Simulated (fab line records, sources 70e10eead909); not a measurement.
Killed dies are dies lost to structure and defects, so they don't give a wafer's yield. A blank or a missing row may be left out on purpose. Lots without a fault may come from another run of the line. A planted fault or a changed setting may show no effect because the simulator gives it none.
Problem report in the 8D (eight disciplines) form, filled by code | flow nand_harc | the parts of the form that need people (team, actions taken, sign-off) are left out

1. THE PROBLEM
raw_defect_count at NHARC_A_CONTACT_INSPECT_23 reads a mean of 1702 on 3 wafers of 2 lots; wafers without a fault read 453 with a standard deviation of 130. That is +9.6 standard deviations from the usual mean.
First seen on wafer L567.5, day 19 09:47, on defect_inspect-01. The record holds 36 wafers of 12 lots with a number at this step. Rule for "out", or "out of limits": more than 4 standard deviations from the usual mean. The other wafers with a number count as sound.

2. WHAT IT IS AND WHAT IT IS NOT
question                    | is                     | is not
which readings at this step | raw_defect_count       | -
which lots                  | L567, L568             | L560, L562, L569, L574, L575, L577, L578, L579, L581, L582
which wafers of those lots  | L567.5, L568.3, L568.5 | L567.1, L567.6, L568.1
read on which gauges        | defect_inspect-01      | defect_inspect-02
when                        | from day 19 09:47      | up to then (8 sound wafers); but 25 sound wafers of L568, L569, L574, L575, L577, L578, L579, L581, L582 came after

3. SUSPECTS, AND WHAT RULES EACH OUT
Counting: a tool at a process step up to the reading stays a suspect if it ran every lot that is out. Sound lots after the first of them don't rule it out here, since some wafers of a struck lot are sound.
- the gauge at NHARC_A_CONTACT_INSPECT_23: ruled out. All the wafers that are out were read on defect_inspect-01, but those of them that NHARC_END_SORT_01 has rows for are out there too, on other tools.
- cmp-01 at NHARC_A_CONTACT_CMP_20 (polishes, t overpolish 30 s, target thk 300 nm): kept. It ran every lot that is out, first L567 (day 19 09:27); its last sound lot up to then is L562 (day 17 15:03).
- Within cmp-01 at NHARC_A_CONTACT_CMP_20: the wafers that are out ran in chamber 2; their sound lot-mates ran in chambers 0, 1, 3.
Left after counting: cmp-01 at NHARC_A_CONTACT_CMP_20.

4. THE CAUSE (what the simulator had put in)
Chamber particle source: cmp-01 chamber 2, from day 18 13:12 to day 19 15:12, at NHARC_A_CONTACT_CMP_20. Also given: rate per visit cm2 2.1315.
Counting left only this tool.

5. THE CHAIN OF EFFECTS, in route order
Each row: a reading whose mean over the struck wafers that have a number lies more than 3 standard deviations from the usual. Only readings for which the record gives a usual standard deviation are gone through. hours: the time from each lot's start at the first step in this table that gives one to its start at this step, as a median over the lots. sigmas: the change in usual standard deviations.
hours | step                       | reading          | usual | on struck wafers | change | sigmas
0     | NHARC_A_CONTACT_INSPECT_23 | raw_defect_count | 453   | 1702             | +1249  | +9.6
1     | NHARC_A_BLC_INSPECT_12     | raw_defect_count | 34    | 1407             | +1373  | +98
50    | NHARC_END_SORT_01          | killed_at_array  | 26    | 578              | +552   | +57
50    | NHARC_END_SORT_01          | killed_dies      | 31    | 582              | +551   | +55

6. WHAT WOULD HAVE CAUGHT IT SOONER
In this record the first reading out of limits at a measuring or inspecting step was taken at day 19 09:47, 21 hours after the fault began at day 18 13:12.
Of the tool readings at NHARC_A_CONTACT_CMP_20 for which the record gives a usual standard deviation, none was out on any struck wafer, so an alarm limit of 4 standard deviations on them would not have fired.
Of the lots that are out (2), L568 began NHARC_A_CONTACT_CMP_20 on cmp-01 after day 19 09:47. A hold on the tool at that time would have spared it.
